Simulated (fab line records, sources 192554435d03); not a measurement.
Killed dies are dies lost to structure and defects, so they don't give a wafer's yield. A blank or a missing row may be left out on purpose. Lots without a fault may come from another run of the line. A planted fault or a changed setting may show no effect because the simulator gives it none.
Chamber matching | flow n5_finfet | N5_MOL_CONTACT_COAG_ETCHBACK_134 on rie_diel-04: 4 sister chambers
The step etches SiO2 in CHF3, target depth 10 nm, time 6.7 s. 22 wafers are shown with their chamber, then 11 later ones without.

WAFERS WITH THEIR CHAMBER
wafer  | chamber | drypump_motor_current_A (A) | rf_vpp_V (V) | throttle_valve_pct (%)
L074.2 | 3       | 5.6                         | 529          | 18.71
L074.3 | 0       | 5.4                         | 537          | 18.59
L074.4 | 2       | 5.9                         | 528          | 18.83
L076.3 | 2       | 5.9                         | 528          | 18.83
L076.5 | 3       | 5.6                         | 527          | 18.73
L076.6 | 2       | 6.0                         | 528          | 18.83
L078.1 | 1       | 6.0                         | 528          | 18.30
L078.4 | 3       | 5.6                         | 528          | 18.73
L078.5 | 3       | 5.6                         | 527          | 18.74
L084.1 | 0       | 5.4                         | 535          | 18.63
L084.2 | 1       | 6.0                         | 526          | 18.33
L084.6 | 1       | 6.0                         | 527          | 18.33
L085.3 | 0       | 5.4                         | 537          | 18.62
L085.5 | 3       | 5.6                         | 528          | 18.33
L085.6 | 2       | 5.9                         | 529          | 18.86
L088.2 | 1       | 6.0                         | 526          | 18.35
L088.5 | 2       | 5.9                         | 529          | 18.89
L088.6 | 3       | 5.6                         | 528          | 18.34
L089.1 | 1       | 6.0                         | 527          | 18.35
L089.4 | 1       | 6.0                         | 528          | 18.33
L089.6 | 2       | 5.9                         | 528          | 18.88
L090.2 | 2       | 5.9                         | 528          | 18.89

SIGNATURES (means of the wafers above)
reading                 | chamber 0 | chamber 1 | chamber 2 | chamber 3 | scatter within a chamber
drypump_motor_current_A | 5.400     | 6.000     | 5.914     | 5.600     | 0.0218
rf_vpp_V                | 536.33    | 527.00    | 528.29    | 527.83    | 0.779
throttle_valve_pct      | 18.6133   | 18.3317   | 18.8586   | 18.5967   | 0.109
Rule: a wafer's distance from a chamber is the root of the sum, over the readings, of the square of ((its reading less the chamber's mean) divided by the reading's scatter). The wafer belongs to the nearest chamber; if the next one is less than 2 further off, it can't be placed. The scatter: the root of (the sum of the squares of (reading less its chamber's mean) over the shown wafers, divided by (wafers less chambers)).

WAFERS WITHOUT THEIR CHAMBER
wafer  | drypump_motor_current_A (A) | rf_vpp_V (V) | throttle_valve_pct (%)
L090.3 | 6.0                         | 527          | 18.32
L090.6 | 6.0                         | 529          | 18.33
L091.1 | 5.6                         | 528          | 18.34
L091.2 | 5.4                         | 535          | 18.64
L091.3 | 5.9                         | 528          | 18.90
L092.2 | 5.6                         | 526          | 18.35
L092.4 | 6.0                         | 528          | 18.34
L092.5 | 5.9                         | 528          | 18.91
L094.1 | 6.0                         | 528          | 18.34
L094.3 | 5.6                         | 528          | 18.35
L094.4 | 5.4                         | 536          | 18.65

WHICH CHAMBER EACH WENT THROUGH
wafer  | from the rows above | in truth
L090.3 | 1                   | 1
L090.6 | 1                   | 1
L091.1 | 3                   | 3
L091.2 | 0                   | 0
L091.3 | 2                   | 2
L092.2 | 3                   | 3
L092.4 | 1                   | 1
L092.5 | 2                   | 2
L094.1 | 1                   | 1
L094.3 | 3                   | 3
L094.4 | 0                   | 0
Placed correctly: 11 of 11. Can't be placed from these rows: 0. Placed wrongly: 0.
